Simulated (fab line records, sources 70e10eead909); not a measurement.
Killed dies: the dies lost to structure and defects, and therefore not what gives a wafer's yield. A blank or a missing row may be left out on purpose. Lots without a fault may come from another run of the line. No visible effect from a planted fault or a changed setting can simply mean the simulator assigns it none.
Chamber matching ; flow nandHarc ; NHARC_A_M1_CMP_23 on cmp-04: 4 sister chambers
The step polishes, t overpolish 20 s, target thk 154.34 nm. 4 wafers are shown with their chamber, then 7 later ones without.

== WAFERS PAIRED WITH THEIR CHAMBERS ==
wafer;chamber;motorCurrentA (A)
L505.5;3;9.5
L511.6;1;12.4
L513.3;0;12.1
L513.5;2;14.8

== WAFERS MISSING THEIR CHAMBER ==
wafer;motorCurrentA (A)
L513.6;10.3
L519.1;11.4
L519.2;14.1
L519.3;9.7
L518.1;10.0
L518.3;13.1
L518.4;12.4

== WHICH CHAMBER EACH ONE RAN IN ==
wafer;from the rows above;in truth
L513.6;can't be placed: 3 or 0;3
L519.1;can't be placed: 0 or 1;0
L519.2;can't be placed: 2 or 1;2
L519.3;3;3
L518.1;3;3
L518.3;can't be placed: 1 or 0 or 2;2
L518.4;can't be placed: 1 or 0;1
Correct placement for 2 of the 7. From these rows, 5 cannot be placed; in 5 the true chamber is one of the candidates. Number placed wrongly: 0.
How it was worked out, from the rows above alone: a wafer's distance from a chamber is the root of the sum, over the readings, of the square of ((its reading less the chamber's mean) divided by the reading's scatter). The wafer belongs to the nearest chamber; if the next one is less than 2 further off, it can't be placed. The mean given for a chamber averages the wafers shown for that chamber. The scatter: root of mean squared gap, hidden wafer to nearest shown wafer, with one shown wafer a chamber.
